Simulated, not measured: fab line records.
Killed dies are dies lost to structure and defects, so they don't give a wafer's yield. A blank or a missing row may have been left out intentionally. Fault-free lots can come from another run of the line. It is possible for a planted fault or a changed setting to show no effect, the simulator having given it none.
The same fault as seen by 2 desks | flow n5Finfet | numbers are kept per desk, each desk with only its own; the story behind them comes last

FROM THE METROLOGY DESK
What the gauges read for every lot (on any tool): the sampled wafers with a number, averaged. A lot is out of limits, marked OUT, if its mean lies more than 4 standard deviations from the usual mean; the brackets give that distance. 7 of its 10 readings are shown, namely those furthest out on some lot.
Columns: A = DIBL_N at N5_BEOL_M4_RC_MEAS_101, usual 37.3 mV/V; B = DIBL_P at N5_BEOL_M4_RC_MEAS_101, usual 37.4 mV/V; C = IOFF_N at N5_BEOL_M4_RC_MEAS_101, usual 0.18 nA/um; D = ION_N at N5_BEOL_M4_RC_MEAS_101, usual 679 uA/um; E = ION_P at N5_BEOL_M4_RC_MEAS_101, usual 468 uA/um; F = SS_P at N5_BEOL_M4_RC_MEAS_101, usual 73.6 mV/dec; G = VT_P at N5_BEOL_M4_RC_MEAS_101, usual -248 mV
lot  | first seen here | A    | B    | C    | D   | E   | F    | G
L979 | day 8 21:28     | 36.2 | 36.5 | 0.18 | 687 | 470 | 73.6 | -247
L993 | day 12 04:39    | 32.3 | 32.9 | 0.12 | 655 | 454 | 72.4 | -250
L994 | day 12 06:40    | 36.4 | 37.0 | 0.18 | 674 | 466 | 73.8 | -248
L998 | day 13 07:44    | 36.4 | 35.9 | 0.15 | 671 | 456 | 73.0 | -253
Result from this desk: across the 4 lots, nothing is out of limits.

FOR THE TOOL OWNER'S DESK: lithoTrack-04
The tool's own readings at N5_FIN_SAQP_COAT_50 (time 60 s, resist thk 35 nm): means of the sampled wafers that have a number, for each lot that ran on this tool. A lot is out of limits, marked OUT, if its mean lies more than 4 standard deviations from the usual mean; the brackets give that distance.
Columns: A = exhaustPa at N5_FIN_SAQP_COAT_50, usual 45.0 Pa; B = plateTempC at N5_FIN_SAQP_COAT_50, usual 219.97 C; C = resistLineTempC at N5_FIN_SAQP_COAT_50, usual 23.03 C; D = spinSpeedRpm at N5_FIN_SAQP_COAT_50, usual 1500.0 rpm
lot  | first seen here | A    | B      | C     | D
L979 | day 2 10:34     | 44.9 | 220.08 | 22.85 | 1499.9
L993 | day 5 21:17     | 45.7 | 219.81 | 22.99 | 1589.9 (+82) OUT
L994 | day 6 04:35     | 45.6 | 219.88 | 23.11 | 1590.6 (+82) OUT
This desk's finding: out of limits on L993, L994; first on L993, day 5 21:17 (spinSpeedRpm at N5_FIN_SAQP_COAT_50). L979 stayed within limits.

BROUGHT TOGETHER
An alarm could have come from the tool owner's desk at day 5 21:17, on L993, L994.
Metrology desk: nothing out of limits seen.
The metrology desk has L993, L994 on record, within its limits.
Of the lots named, all ran N5_FIN_SAQP_COAT_50 on lithoTrack-04.

WHAT THE SIMULATOR HAD INSERTED
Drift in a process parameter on lithoTrack-04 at N5_FIN_SAQP_COAT_50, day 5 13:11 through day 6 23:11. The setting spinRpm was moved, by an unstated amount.
Shown lots that were struck: L993, L994.
Time in hours from fault onset to the first out-of-limits reading at each desk: the tool owner's desk, 8.
